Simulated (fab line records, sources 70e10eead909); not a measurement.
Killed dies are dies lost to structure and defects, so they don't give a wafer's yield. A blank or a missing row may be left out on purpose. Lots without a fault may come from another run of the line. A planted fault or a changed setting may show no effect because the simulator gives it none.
fab line records | flow nand_harc | part 1 of 2: steps 1 to 4 of 6
record lots=23 wafers=69 last_day=33
route steps=1302 shown A_STAIRCASE@740
lots that met no fault: from a run of the same line without faults
start_h: hours from the record's first day to the start of the lot's first wafer shown | wait_h: hours since the lot's step before | " the same as in the row above | L1.1+2: a row that stands for several wafers | - no value, or no start given | * or withheld: withheld | < > ~ a bound
route shown NAME@n: a module of which the file shows steps, and the number in the route of the first | usual: mean/standard deviation of fault-free wafers | same: alike in all rows | chamber/n: place in a boat | sites: the reading at each site | _std_site: their standard deviation | _edge_site: outer sites' mean less inner sites' | radius_mm: how far each site lies from the wafer's centre | mask NAME#n: copy n | behind: the tool/chamber that last shaped the wafer | hold: why the lot was held/for how many hours/how that ended | device: the transistor (n, p or np) that didn't switch | end of line: the same wafers' tests at the end of the route | a step without rows: its recipe alone | killed: dies lost to structure and defects at the first sort, not the wafer's yield | map: a wafer's dies, x killed, . not, _ none there
set.NAME: the setting as run; set.NAME@STEP: as run at that earlier step | model.NAME: the simulator's own value behind a step, which no gauge read
steps of the route over a sample of lots; a table a step, a row a wafer
services: from which hour (start_h, from the record's first day; less than 0 if before it) a tool's chamber was out of use, for how many hours, and why
## steps
# step NHARC_A_STAIRCASE_TRIM_226
# recipe time_s=211.2 o2_flow_sccm=500 ar_flow_sccm=0 bias_w=0 chemistry=O2
# usual drypump_motor_current_A=5.9/0.35 oes_product_au=1.000/0.0095 rf_vpp_V=57.7/0.9 showerhead_plenum_p_Torr=3.48/0.13 throttle_valve_pct=17.038/0.0093
# columns lot.wafer tool chamber start_h wait_h drypump_motor_current_A oes_product_au rf_hours_counter_h rf_vpp_V showerhead_plenum_p_Torr throttle_valve_pct
L075.1 rie_diel-05 1 - - 6.1 0.990 47 57.9 3.32 17.034
L075.3 " 3 " " 5.7 0.986 40 58.7 3.63 17.037
L075.6 " 1 " " 6.2 0.997 - 58.1 3.32 17.025
L074.2 rie_diel-12 2 - - 5.6 1.009 31 58.9 3.56 17.033
L074.3 " 3 " " 6.1 0.993 32 57.1 3.34 17.036
L074.6 " 2 " " 5.6 1.007 - 57.6 3.56 17.043
L076.3 rie_diel-05 0 - - 5.7 1.003 47 58.6 3.50 17.046
L076.5 " 0 " " 5.7 1.000 - 57.7 3.50 17.044
L076.6 " 1 " " 6.2 0.994 - 55.6 3.32 17.034
L077.3 rie_diel-03 0 - - 6.5 1.008 31 57.6 3.65 17.033
L077.1 " 1 " " 5.7 1.004 33 57.3 3.58 17.048
L077.5 " 3 " " 5.9 1.001 - 58.1 3.28 17.023
L078.1 rie_diel-12 2 - - 5.6 1.005 40 58.4 3.56 17.036
L078.2 " 0 " " 6.2 1.032 36 57.0 3.41 17.046
L078.5 " 2 " " 5.6 0.998 - 57.9 3.56 17.032
L079.3 rie_diel-05 0 - - 5.7 1.019 3 56.5 3.49 17.040
L079.1 " 1 " " 6.1 0.997 3 57.1 3.32 17.047
L079.4 " 0 " " 5.7 1.003 - 56.3 3.49 17.035
L081.2 rie_diel-03 2 - - 5.0 1.011 46 57.2 3.53 17.041
L081.1 " 3 " " 5.9 0.996 41 58.4 3.27 17.032
L081.6 " 2 " " 5.0 1.008 - 57.2 3.53 17.034
L080.1 rie_diel-12 3 - - 6.1 0.984 55 58.3 3.33 17.048
L080.3 " 0 " " 6.2 1.012 48 58.2 3.40 17.042
L080.5 " 2 " " 5.6 0.989 - 58.1 3.55 17.024
L082.1 rie_diel-05 0 - - 5.7 1.016 8 58.5 3.49 17.034
L082.4 " 1 " " 6.2 0.992 10 57.0 3.31 17.037
L082.5 " 3 " " 5.7 1.002 - 57.9 3.63 17.021
L083.6 rie_diel-05 1 - - 6.2 0.989 - 58.1 3.31 17.043
L083.5 " 3 " " 5.7 0.994 - 57.6 3.62 17.021
L083.4 " 0 " " 5.7 1.012 - 57.6 3.49 17.036
L085.2 rie_diel-05 0 - - 5.7 1.006 16 57.0 3.49 17.036
L085.1 " 3 " " 5.8 0.990 14 56.5 3.62 17.033
L085.6 " 3 " " 5.8 1.000 - 56.9 3.62 17.028
L084.2 rie_diel-05 1 - - 6.1 0.994 21 59.3 3.31 17.050
L084.5 " 0 " " 5.7 1.011 - 58.0 3.48 17.050
L084.4 " 3 " " 5.8 1.001 - 58.2 3.62 17.029
L086.3 rie_diel-05 0 - - 5.7 1.008 19 56.5 3.48 17.041
L086.2 " 3 " " 5.8 1.004 16 57.0 3.62 17.032
L086.4 " 1 " " 6.1 0.998 - 56.7 3.31 17.032
L088.1 rie_diel-03 0 - - 6.5 1.006 11 59.4 3.63 17.045
L088.3 " 2 " " 5.0 1.001 13 56.4 3.52 17.054
L088.5 " 0 " " 6.5 1.006 - 56.7 3.63 17.048
L090.1 rie_diel-12 0 - - 6.2 1.001 25 58.0 3.39 17.037
L090.2 " 2 " " 5.6 0.999 23 57.1 3.54 17.030
L090.6 " 0 " " 6.2 1.009 - 57.1 3.39 17.024
L089.3 rie_diel-12 3 - - 6.1 0.999 29 56.9 3.31 17.044
L089.6 " 1 " " 6.2 0.993 - 57.1 3.53 17.028
L089.5 " 2 " " 5.6 0.989 - 58.4 3.54 17.017
L091.2 rie_diel-12 0 - - 6.2 0.996 29 57.2 3.38 17.020
L091.4 " 1 " " 6.2 0.990 27 57.5 3.53 17.028
L091.5 " 0 " " 6.2 0.992 - 58.1 3.38 17.035
L092.2 rie_diel-03 1 - - 5.7 1.003 24 57.7 3.56 17.038
L092.6 " 3 " " 5.9 1.004 - 58.2 3.79 17.039
L092.5 " 0 " " 6.5 1.013 - 57.9 3.62 17.057
L093.1 rie_diel-05 1 - - 6.1 0.979 49 56.5 3.29 17.052
L093.5 " 2 " " 5.3 0.986 - 56.6 3.49 17.030
L093.6 " 3 " " 5.8 0.987 - 57.6 3.61 17.037
L094.1 rie_diel-05 3 - - 5.8 0.990 49 58.2 3.60 17.040
L094.3 " 0 " " 5.7 1.008 45 57.5 3.47 17.045
L094.6 " 1 " " 6.1 0.993 - 58.4 3.29 17.048
L095.2 rie_diel-05 1 - - 6.2 0.985 53 57.6 3.29 17.041
L095.1 " 2 " " 5.4 1.003 46 58.1 3.49 17.046
L095.3 " 3 " " 5.7 0.986 49 57.7 3.60 17.044
L097.2 rie_diel-12 2 - - 5.6 0.992 48 58.7 3.52 17.040
L097.3 " 3 " " 6.1 1.009 54 57.0 3.30 17.055
L097.1 " 0 " " 6.2 0.996 51 57.0 3.37 17.015
L096.1 rie_diel-12 1 - - 6.2 1.004 50 58.2 3.52 17.016
L096.2 " 3 " " 6.1 1.001 54 57.3 3.30 17.033
L096.6 " 1 " " 6.2 1.007 - 58.0 3.52 17.034
# step NHARC_A_STAIRCASE_ETCH_227
# recipe target_depth_a=1000 time_s=40.5 ion_energy_ev=400 c4f8_flow_sccm=20 o2_flow_sccm=10 ar_flow_sccm=withheld rf_w=600 bias_w=1000 chemistry=C4F8/O2
# usual oes_product_au=0.942/0.01 rf_vpp_V=895/4.4
# columns lot.wafer tool chamber start_h wait_h oes_product_au rf_hours_counter_h rf_vpp_V
L075.3 rie_diel-05 3 - - 0.936 40 900
L075.1 " 0 " " 0.948 42 895
L075.6 " 3 " " 0.932 - 899
L074.2 rie_diel-12 3 - - 0.928 32 889
L074.3 " 2 " " 0.937 31 897
L074.6 " 0 " " 0.958 - 892
L076.3 rie_diel-05 3 - - 0.943 45 900
L076.6 " 2 " " 0.953 - 897
L076.5 " 3 " " 0.940 - 901
L077.3 rie_diel-03 1 - - 0.948 33 899
L077.1 " 3 " " 0.945 31 887
L077.5 " 1 " " 0.945 - 898
L078.1 rie_diel-12 0 - - 0.947 36 892
L078.2 " 1 " " 0.927 34 897
L078.5 " 1 " " 0.921 - 898
L079.1 rie_diel-05 1 - - 0.938 3 888
L079.3 " 0 " " 0.947 3 893
L079.4 " 2 " " 0.941 - 895
L081.1 rie_diel-03 2 - - 0.942 46 897
L081.2 " 3 " " 0.929 41 888
L081.6 " 2 " " 0.945 - 896
L080.3 rie_diel-12 3 - - 0.948 55 890
L080.1 " 1 " " 0.935 46 897
L080.5 " 3 " " 0.938 - 889
L082.4 rie_diel-05 0 - - 0.956 8 896
L082.1 " 2 " " 0.934 10 895
L082.5 " 3 " " 0.943 - 900
L083.4 rie_diel-05 3 - - 0.933 - 900
L083.6 " 0 " " 0.937 - 894
L083.5 " 1 " " 0.937 - 887
L085.1 rie_diel-05 1 - - 0.928 20 888
L085.2 " 3 " " 0.943 14 899
L085.6 " 0 " " 0.952 - 896
L084.2 rie_diel-05 1 - - 0.936 21 887
L084.5 " 1 " " 0.930 - 889
L084.4 " 3 " " 0.930 - 900
L086.3 rie_diel-05 3 - - 0.943 16 899
L086.2 " 0 " " 0.958 19 893
L086.4 " 3 " " 0.946 - 899
L088.3 rie_diel-03 3 - - 0.940 12 907
L088.1 " 2 " " 0.928 13 895
L088.5 " 0 " " 0.945 - 899
L090.1 rie_diel-12 2 - - 0.961 23 898
L090.2 " 0 " " 0.951 25 891
L090.6 " 1 " " 0.943 - 896
L089.3 rie_diel-12 0 - - 0.958 27 892
L089.6 " 3 " " 0.950 - 888
L089.5 " 0 " " 0.959 - 889
L091.4 rie_diel-12 3 - - 0.939 31 888
L091.2 " 1 " " 0.924 28 896
L091.5 " 2 " " 0.925 - 895
L092.2 rie_diel-03 0 - - 0.951 29 899
L092.5 " 0 " " 0.941 - 900
L092.6 " 1 " " 0.932 - 896
L093.1 rie_diel-05 3 - - 0.933 45 898
L093.5 " 3 " " 0.935 - 898
L093.6 " 0 " " 0.962 - 893
L094.1 rie_diel-05 3 - - 0.934 49 900
L094.3 " 1 " " 0.948 52 888
L094.6 " 0 " " 0.966 - 894
L095.3 rie_diel-05 2 - - 0.954 46 895
L095.1 " 3 " " 0.946 50 899
L095.2 " 0 " " 0.961 46 894
L097.2 rie_diel-12 1 - - 0.943 49 896
L097.1 " 3 " " 0.945 54 888
L097.3 " 0 " " 0.950 51 891
L096.2 rie_diel-12 2 - - 0.937 49 895
L096.1 " 0 " " 0.943 51 891
L096.6 " 2 " " 0.938 - 896
# step NHARC_A_STAIRCASE_ETCH_232
# recipe target_depth_a=1000 time_s=40.5 ion_energy_ev=400 c4f8_flow_sccm=20 o2_flow_sccm=10 ar_flow_sccm=withheld rf_w=600 bias_w=1000 chemistry=C4F8/O2
# usual oes_product_au=0.949/0.013 rf_vpp_V=895/4.7
# columns lot.wafer tool chamber start_h wait_h oes_product_au rf_hours_counter_h rf_vpp_V
L075.1 rie_diel-12 1 - - 0.949 25 899
L075.3 " 3 " " 0.945 32 891
L075.6 " 1 " " 0.946 - 894
L074.2 rie_diel-03 3 - - 0.949 21 886
L074.3 " 1 " " 0.960 26 898
L074.6 " 0 " " 0.963 - 901
L076.3 rie_diel-05 0 - - 0.938 47 894
L076.6 " 3 " " 0.938 - 899
L076.5 " 0 " " 0.941 - 896
L077.1 rie_diel-05 0 - - 0.941 48 896
L077.3 " 2 " " 0.945 51 897
L077.5 " 2 " " 0.938 - 896
L078.1 rie_diel-12 2 - - 0.939 41 897
L078.2 " 0 " " 0.959 36 891
L078.5 " 0 " " 0.953 - 892
L079.4 rie_diel-12 3 - - 0.930 54 890
L079.3 " 0 " " 0.969 46 891
L079.1 " 1 " " 0.954 44 897
L081.1 rie_diel-12 2 - - 0.935 51 897
L081.2 " 0 " " 0.956 47 892
L081.6 " 2 " " 0.943 - 898
L080.1 rie_diel-12 0 - - 0.965 48 892
L080.3 " 1 " " 0.928 46 897
L080.5 " 2 " " 0.944 - 897
L082.4 rie_diel-12 1 - - 0.928 50 897
L082.1 " 0 " " 0.952 54 891
L082.5 " 2 " " 0.967 - 897
L083.4 rie_diel-12 1 - - 0.957 7 897
L083.5 " 3 " " 0.960 - 888
L083.6 " 0 " " 0.953 - 891
L085.1 rie_diel-05 1 - - 0.939 21 887
L085.2 " 0 " " 0.942 17 893
L085.6 " 3 " " 0.935 - 899
L084.2 rie_diel-03 1 - - 0.977 1 897
L084.4 " 0 " " 0.966 1 899
L084.5 " 2 " " 0.965 - 894
L086.4 rie_diel-03 2 - - 0.964 2 896
L086.3 " 3 " " 0.946 2 907
L086.2 " 0 " " 0.967 2 899
L088.1 rie_diel-03 0 - - 0.949 12 901
L088.3 " 2 " " 0.951 13 896
L088.5 " 0 " " 0.950 - 900
L090.1 rie_diel-03 0 - - 0.947 17 900
L090.2 " 2 " " 0.949 19 896
L090.6 " 2 " " 0.948 - 895
L089.3 rie_diel-05 2 - - 0.957 25 893
L089.5 " 3 " " 0.946 - 899
L089.6 " 0 " " 0.955 - 894
L091.4 rie_diel-05 0 - - 0.945 35 895
L091.2 " 1 " " 0.916 41 887
L091.5 " 3 " " 0.928 - 899
L092.2 rie_diel-12 1 - - 0.946 35 897
L092.6 " 0 " " 0.948 - 890
L092.5 " 1 " " 0.942 - 896
L093.1 rie_diel-03 1 - - 0.949 25 897
L093.5 " 3 " " 0.980 - 905
L093.6 " 0 " " 0.956 - 898
L094.3 rie_diel-03 0 - - 0.963 33 899
L094.1 " 1 " " 0.947 29 896
L094.6 " 0 " " 0.972 - 899
L095.1 rie_diel-05 0 - - 0.955 46 893
L095.3 " 1 " " 0.911 53 887
L095.2 " 2 " " 0.931 46 893
L097.2 rie_diel-03 0 - - 0.952 42 899
L097.1 " 1 " " 0.952 35 898
L097.3 " 2 " " 0.970 45 895
L096.1 rie_diel-12 1 - - 0.955 54 896
L096.2 " 0 " " 0.949 55 891
L096.6 " 1 " " 0.951 - 894
# step NHARC_A_STAIRCASE_TRIM_235
# recipe time_s=211.2 o2_flow_sccm=500 ar_flow_sccm=0 bias_w=0 chemistry=O2
# usual drypump_motor_current_A=5.9/0.41 oes_product_au=1.001/0.011 rf_vpp_V=57.8/0.88 showerhead_plenum_p_Torr=3.51/0.13 throttle_valve_pct=17.036/0.009
# columns lot.wafer tool chamber start_h wait_h drypump_motor_current_A oes_product_au rf_hours_counter_h rf_vpp_V showerhead_plenum_p_Torr throttle_valve_pct
L075.3 rie_diel-12 0 - - 6.2 1.015 24 57.8 3.42 17.036
L075.1 " 1 " " 6.2 0.991 25 58.7 3.56 17.039
L075.6 " 0 " " 6.2 1.015 - 58.1 3.42 17.049
L074.2 rie_diel-03 3 - - 5.9 0.996 21 58.2 3.28 17.026
L074.3 " 1 " " 5.7 1.009 26 58.7 3.59 17.028
L074.6 " 0 " " 6.6 1.013 - 59.5 3.65 17.043
L076.3 rie_diel-05 3 - - 5.7 0.970 45 57.6 3.63 17.028
L076.6 " 3 " " 5.8 0.979 - 57.5 3.63 17.040
L076.5 " 0 " " 5.7 1.000 - 57.4 3.50 17.045
L077.3 rie_diel-05 2 - - 5.4 0.983 51 57.1 3.52 17.017
L077.1 " 0 " " 5.7 0.988 48 58.0 3.50 17.028
L077.5 " 2 " " 5.4 0.981 - 57.6 3.52 17.036
L078.1 rie_diel-12 2 - - 5.7 1.002 41 57.3 3.56 17.046
L078.2 " 0 " " 6.2 1.025 37 59.1 3.41 17.049
L078.5 " 2 " " 5.6 1.006 - 57.6 3.56 17.017
L079.4 rie_diel-12 0 - - 6.2 1.006 47 57.9 3.40 17.033
L079.1 " 1 " " 6.2 1.001 44 58.5 3.55 17.051
L079.3 " 3 " " 6.2 0.984 54 57.4 3.33 17.036
L081.2 rie_diel-12 3 - - 6.1 0.985 55 57.6 3.33 17.031
L081.1 " 0 " " 6.2 1.009 48 56.5 3.40 17.036
L081.6 " 0 " " 6.2 1.005 - 56.3 3.40 17.044
L080.3 rie_diel-12 3 - - 6.1 0.981 55 59.0 3.33 17.047
L080.1 " 1 " " 6.2 0.994 47 56.5 3.55 17.036
L080.5 " 0 " " 6.2 1.014 - 56.1 3.40 17.022
L082.1 rie_diel-12 0 - - 6.2 1.015 54 58.3 3.40 17.043
L082.4 " 2 " " 5.6 0.999 56 58.8 3.55 17.029
L082.5 " 1 " " 6.2 0.994 - 57.8 3.55 17.048
L083.4 rie_diel-12 1 - - 6.2 1.005 7 59.5 3.55 17.048
L083.6 " 1 " " 6.2 1.002 - 56.8 3.55 17.045
L083.5 " 2 " " 5.6 0.996 - 59.1 3.55 17.026
L085.2 rie_diel-05 3 - - 5.8 0.999 15 58.2 3.62 17.038
L085.1 " 0 " " 5.7 1.003 17 58.4 3.48 17.038
L085.6 " 1 " " 6.2 0.997 - 57.8 3.31 17.034
L084.2 rie_diel-03 0 - - 6.5 1.007 1 58.5 3.64 17.046
L084.4 " 1 " " 5.7 1.001 1 58.5 3.57 17.036
L084.5 " 1 " " 5.7 1.000 - 58.4 3.57 17.042
L086.2 rie_diel-03 2 - - 5.0 1.013 2 57.7 3.53 17.040
L086.3 " 3 " " 5.9 1.000 2 58.5 3.81 17.034
L086.4 " 0 " " 6.5 1.010 2 58.7 3.64 17.041
L088.3 rie_diel-03 3 - - 5.9 1.011 13 59.2 3.80 17.049
L088.1 " 0 " " 6.5 1.011 12 56.9 3.63 17.040
L088.5 " 0 " " 6.5 1.008 - 58.2 3.63 17.052
L090.2 rie_diel-03 2 - - 5.0 1.009 19 58.2 3.52 17.026
L090.1 " 3 " " 5.9 1.016 18 59.9 3.80 17.022
L090.6 " 3 " " 5.9 1.009 - 59.0 3.80 17.037
L089.3 rie_diel-05 0 - - 5.7 1.012 32 58.9 3.48 17.044
L089.5 " 1 " " 6.2 0.989 - 59.4 3.30 17.053
L089.6 " 2 " " 5.3 0.989 - 57.6 3.50 17.029
L091.2 rie_diel-05 1 - - 6.1 0.984 41 57.9 3.30 17.032
L091.4 " 3 " " 5.8 0.984 33 57.2 3.61 17.029
L091.5 " 2 " " 5.4 0.996 - 57.3 3.50 17.033
L092.2 rie_diel-12 2 - - 5.6 1.007 34 57.1 3.53 17.036
L092.5 " 1 " " 6.2 1.008 - 58.6 3.53 17.027
L092.6 " 2 " " 5.6 1.003 - 57.5 3.53 17.042
L093.1 rie_diel-03 0 - - 6.6 1.007 29 57.0 3.62 17.032
L093.6 " 0 " " 6.5 1.011 - 57.7 3.62 17.036
L093.5 " 1 " " 5.7 0.988 - 59.2 3.56 17.038
L095.3 rie_diel-05 1 - - 6.1 0.992 54 58.2 3.29 17.032
L095.2 " 2 " " 5.4 0.997 46 57.0 3.49 17.031
L095.1 " 3 " " 5.8 0.983 50 58.8 3.60 17.025
L094.1 rie_diel-03 0 - - 6.5 1.006 37 58.5 3.62 17.038
L094.3 " 1 " " 5.7 0.991 31 56.8 3.55 17.022
L094.6 " 3 " " 5.9 1.007 - 58.7 3.79 17.034
L097.2 rie_diel-03 0 - - 6.5 1.025 42 57.4 3.61 17.044
L097.3 " 1 " " 5.7 1.003 35 58.2 3.55 17.041
L097.1 " 2 " " 5.0 1.012 45 57.3 3.50 17.018
L096.2 rie_diel-12 2 - - 5.6 0.991 51 59.9 3.52 17.053
L096.1 " 1 " " 6.2 1.006 54 58.6 3.52 17.048
L096.6 " 2 " " 5.6 0.996 - 57.6 3.52 17.037
